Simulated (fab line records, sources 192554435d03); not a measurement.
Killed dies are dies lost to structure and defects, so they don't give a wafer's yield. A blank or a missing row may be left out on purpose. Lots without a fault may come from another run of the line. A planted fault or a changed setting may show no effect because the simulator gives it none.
Split-lot experiment | flow n5_finfet | 7 lots, 21 wafers read, on a route of 1938 steps

THE SPLIT
At N5_BEOL_M10_COAT_64 (time 60 s, resist thk 30 nm), the setting spin_rpm was moved away from the recipe's 1500 rpm on 6 of the 21 wafers read, by -7.7% to +9.3%. The other wafers ran this setting at the recipe's value.

FROM THE SPLIT TO THE READING: what the file shows between them, 4 steps
- N5_BEOL_M10_COAT_22: resist thk 90 nm (also split here: spin_rpm)
- N5_BEOL_M10_EBR_24
- N5_BEOL_M10_SOFTBAKE_23: time 60 s
- N5_BEOL_M10_DESCUM_33: chemistry O2, time 7.9 s

THE READING
etch.depth_nm (the simulator's own value, which no gauge read), in nm, at N5_BEOL_M10_ETCH_65 (etches SiARC in CF4, target depth 39 nm, time 65 s). The file gives no usual value for it. The 15 wafers here that ran the recipe average 29.98 nm, standard deviation 0.088 nm.

wafer  | tool, chamber at the split | spin_rpm as run, rpm | against the recipe | etch.depth_nm, nm | against lot-mates on the recipe
L075.2 | litho_track-05, 0          | 1500                 | recipe             | 30.05             | -
L075.4 | litho_track-05, 0          | 1500                 | recipe             | 30.01             | -
L075.6 | litho_track-05, 0          | 1595                 | +6.3%              | 29.08             | -0.95
L078.1 | litho_track-04, 0          | 1500                 | recipe             | 29.83             | -
L078.4 | litho_track-04, 0          | 1639                 | +9.3%              | 28.55             | -1.28
L078.6 | litho_track-04, 0          | 1639                 | +9.3%              | 28.57             | -1.26
L082.2 | litho_track-01, 0          | 1500                 | recipe             | 29.94             | -
L082.3 | litho_track-01, 0          | 1500                 | recipe             | 29.87             | -
L082.6 | litho_track-01, 0          | 1500                 | recipe             | 29.83             | -
L084.1 | litho_track-01, 0          | 1500                 | recipe             | 29.93             | -
L084.2 | litho_track-01, 0          | 1500                 | recipe             | 29.98             | -
L084.3 | litho_track-01, 0          | 1500                 | recipe             | 30                | -
L087.4 | litho_track-05, 0          | 1438                 | -4.1%              | 30.73             | +0.65
L087.5 | litho_track-05, 0          | 1500                 | recipe             | 30.09             | -
L087.6 | litho_track-05, 0          | 1500                 | recipe             | 30.07             | -
L093.2 | litho_track-05, 0          | 1500                 | recipe             | 30.08             | -
L093.4 | litho_track-05, 0          | 1395                 | -7.0%              | 31.14             | +1.05
L093.5 | litho_track-05, 0          | 1500                 | recipe             | 30.1              | -
L096.1 | litho_track-05, 0          | 1500                 | recipe             | 30.04             | -
L096.4 | litho_track-05, 0          | 1385                 | -7.7%              | 31.16             | +1.17
L096.5 | litho_track-05, 0          | 1500                 | recipe             | 29.94             | -

THE FIT
A straight line over all 21 wafers: etch.depth_nm changes by -0.156 nm for each +1% of spin_rpm; r = -0.99; the points scatter about the line by 0.085 nm.
The same after taking each lot's own level away (the mean of its wafers on the recipe; 21 wafers): -0.144 nm for each +1%; r = -1.00; scatter 0.04 nm.
On that fit, the largest move of spin_rpm shifts the reading by 1.3 nm.
The lots' own levels span 29.830 to 30.090 nm, that is 2.9 times the standard deviation above.
So the lot-to-lot level changes the slope little: the two slopes agree.
Check: with one of the wafers moved furthest among these (+9.3%) left out of the fit, the line predicts -1.34 nm for it against its lot-mates. It came out at -1.28 nm against them.

OTHER SPLITS ON THESE WAFERS
These wafers also went through other splits before the reading. Each is held against what the fit with the lots' levels taken away leaves over:
other split on the same wafers | wafers away from the commonest value | r with etch.depth_nm (lot level and that fit taken away)
N5_BEOL_M6_COAT_60 spin_rpm    | 9                                    | +0.17
N5_BEOL_M7_DEP_56 time_s       | 5                                    | -0.12
N5_BEOL_M8_ILD_DEP_00 time_s   | 5                                    | -0.16
N5_BEOL_M8_EXPOSE_25 dose_mj   | 6                                    | -0.16
N5_BEOL_M8_ETCH_65 source_w    | 10                                   | +0.10
N5_BEOL_M10_COAT_22 spin_rpm   | 4                                    | +0.06

THE WHOLE CHAIN: every reading that the file lists as answering this split, in the file's order
step                | what it does                                       | reading                                                                             | change (the file's fit)                                                                 | r (the file's)
N5_BEOL_M10_COAT_64 | time 60 s, resist thk 30 nm                        | SiARC_of_BEOL_M10_COAT_64.thk_nm (the simulator's own value, which no gauge read)   | -0.15 nm for each +1% of the setting                                                    | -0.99
N5_BEOL_M10_ETCH_65 | etches SiARC in CF4, target depth 39 nm, time 65 s | etch.depth_nm (the simulator's own value, which no gauge read)                      | -0.147 nm for each +1% of the setting                                                   | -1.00
N5_BEOL_M10_ETCH_65 | etches SiARC in CF4, target depth 39 nm, time 65 s | CAR-ArF_of_BEOL_M10_COAT_22.thk_nm (the simulator's own value, which no gauge read) | +0.128 nm for each +1% of the setting, in a fit together with spin_rpm@BEOL_M10_COAT_22 | 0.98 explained

THE FILE'S OWN FIT
etch.depth_nm changes by -0.147 nm for each +1% of spin_rpm, r = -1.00.
